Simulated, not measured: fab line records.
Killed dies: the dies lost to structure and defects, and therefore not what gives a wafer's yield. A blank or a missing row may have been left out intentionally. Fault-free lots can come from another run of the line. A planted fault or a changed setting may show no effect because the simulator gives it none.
Chamber matching    flow n5 finfet    N5_BEOL_M12_VIA_ETCH_16 on rie diel-01 has 4 sister chambers
The step etches SiOC in C4F8/O2/Ar, target depth 724.8 nm. 4 wafers are shown with their chamber, then 7 later ones without.

## WAFERS PAIRED WITH THEIR CHAMBERS
wafer   chamber  showerhead plenum p Torr (Torr)
L778.1  3        3.57
L780.2  1        3.33
L785.2  2        3.55
L785.3  0        3.34

## WAFERS WHOSE CHAMBER IS MISSING
wafer   showerhead plenum p Torr (Torr)
L785.4  3.33
L786.1  3.34
L786.4  3.55
L786.5  3.55
L788.1  3.32
L788.3  3.33
L788.5  3.33

## WHICH CHAMBER EACH WENT THROUGH
wafer    from the rows above   in truth
L785.4   1                     1
L786.1   0                     0
L786.4   2                     2
L786.5   2                     2
L788.1   1                     1
L788.3   1                     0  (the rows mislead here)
L788.5   1                     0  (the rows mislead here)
Correct placement for 5 of the 7. Left unplaced by these rows: 0. 2 placed wrongly.
How it was worked out, from the rows above alone: a wafer's distance from a chamber is the root of the sum, over the readings, of the square of ((its reading less the chamber's mean) divided by the reading's scatter). If the next closest chamber is less than 2 further off than the closest, the wafer can't be placed; otherwise it belongs to the closest. Each chamber's mean is taken over the wafers shown for it. The scatter: with one shown wafer a chamber, the root of the mean of the squares of how far each hidden wafer lies from its nearest shown one.
